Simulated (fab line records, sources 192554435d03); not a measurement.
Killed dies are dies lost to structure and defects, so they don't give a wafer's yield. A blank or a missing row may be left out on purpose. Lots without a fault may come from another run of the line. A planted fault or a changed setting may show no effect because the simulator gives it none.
Problem report in the 8D (eight disciplines) form, filled by code | flow n5_finfet | the parts of the form that need people (team, actions taken, sign-off) are left out

1. THE PROBLEM
VT_P_LVT at N5_BEOL_M4_RC_MEAS_101 reads a mean of -207.9 mV on 6 wafers of 2 lots; wafers without a fault read -98.8 mV with a standard deviation of 2.9. That is -38 standard deviations from the usual mean.
First seen on wafer L450.3, day 9 18:59, on prober-01. The record holds 30 wafers of 10 lots with a number at this step. Rule for "out", or "out of limits": more than 4 standard deviations from the usual mean. The other wafers with a number count as sound.

2. WHAT IT IS AND WHAT IT IS NOT
question                    | is                                                                            | is not
which readings at this step | VT_P_LVT, IOFF_P, IOFF_P_85C, IOFF_P_LIN, IOFF_P_LONG, ION_P, VT_P, VT_P_LONG | DIBL_N, DIBL_P, IOFF_N, ION_N, SS_P, VT_N
which lots                  | L450, L451                                                                    | L443, L446, L457, L459, L461, L463, L464, L466
which wafers of those lots  | all that have a number                                                        | -
read on which gauges        | prober-01                                                                     | prober-02
when                        | from day 9 18:59                                                              | up to then (6 sound wafers); but 18 sound wafers of L457, L459, L461, L463, L464, L466 came after

3. SUSPECTS, AND WHAT RULES EACH OUT
Counting: a tool at a process step up to the reading stays a suspect if it ran every lot that is out and no sound lot after the first of them.
- the gauge at N5_BEOL_M4_RC_MEAS_101: kept. All the wafers that are out were read on prober-01, and no step on other tools shows them out.
- ald_metal-02 at N5_HKMG_FIN_PWFM_ALD_03 (deposits TiN, target thk 2 nm, pulse time 1 s, purge time 3 s): ruled out as a lasting fault. Sound lots L461, L464 ran on it after its first lot that is out, L450 (day 5 20:38).
Left after counting: prober-01 at N5_BEOL_M4_RC_MEAS_101.

4. THE CAUSE (what the simulator had put in)
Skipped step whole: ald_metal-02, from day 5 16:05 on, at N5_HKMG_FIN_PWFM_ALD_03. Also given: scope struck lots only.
Counting ruled it out, wrongly: the rule takes a fault to strike every lot that its tool runs from its start on, and this one did not.

5. THE CHAIN OF EFFECTS, in route order
Each row: a reading whose mean over the struck wafers that have a number lies more than 3 standard deviations from the usual. Only readings for which the record gives a usual standard deviation are gone through. hours: the time from each lot's start at the first step in this table that gives one to its start at this step, as a median over the lots. sigmas: the change in usual standard deviations.
hours | step                    | reading          | usual          | on struck wafers | change    | sigmas
0     | N5_BEOL_M4_RC_MEAS_101  | IOFF_P           | 0.22 nA/um     | 0.00             | -0.22     | -6.8
0     | N5_BEOL_M4_RC_MEAS_101  | IOFF_P_85C       | 3.8 nA/um      | 0.2              | -3.6      | -7.9
0     | N5_BEOL_M4_RC_MEAS_101  | IOFF_P_LIN       | 0.102 nA/um    | 0.002            | -0.100    | -8.3
0     | N5_BEOL_M4_RC_MEAS_101  | IOFF_P_LONG      | 0.000104 nA/um | 0.000045         | -0.000059 | -6.9
0     | N5_BEOL_M4_RC_MEAS_101  | ION_P            | 462 uA/um      | 298              | -164      | -22
0     | N5_BEOL_M4_RC_MEAS_101  | VT_P             | -250 mV        | -359             | -109      | -31
0     | N5_BEOL_M4_RC_MEAS_101  | VT_P_LONG        | -275.5 mV      | -383.9           | -108.4    | -36
0     | N5_BEOL_M4_RC_MEAS_101  | VT_P_LVT         | -98.8 mV       | -207.9           | -109.1    | -38
101   | N5_PASSIVATION_PROBE_49 | sort_bin_8_speed | 0.00 %         | 91.21            | +91.21    | +99 or more
101   | N5_PASSIVATION_PROBE_49 | sort_n_pass      | 1077           | 0                | -1077     | -63
101   | N5_PASSIVATION_PROBE_49 | sort_yield_pct   | 91.2 %         | 0.0              | -91.2     | -65
The process steps in it:
- N5_PASSIVATION_PROBE_49
Readings that are blank on the struck wafers while sound wafers have them: chamber_pressure_Torr at N5_HKMG_FIN_PWFM_ALD_03; heater_power_w at N5_HKMG_FIN_PWFM_ALD_03; precursor_pulse_height_rel at N5_HKMG_FIN_PWFM_ALD_03.

6. WHAT WOULD HAVE CAUGHT IT SOONER
In this record the first reading out of limits at a measuring or inspecting step was taken at day 9 18:59, 99 hours after the fault began at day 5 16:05.
At N5_HKMG_FIN_PWFM_ALD_03 the tool's readings are blank on the struck wafers, where sound wafers have them: an empty tool record is the first sign, and it was there at once.
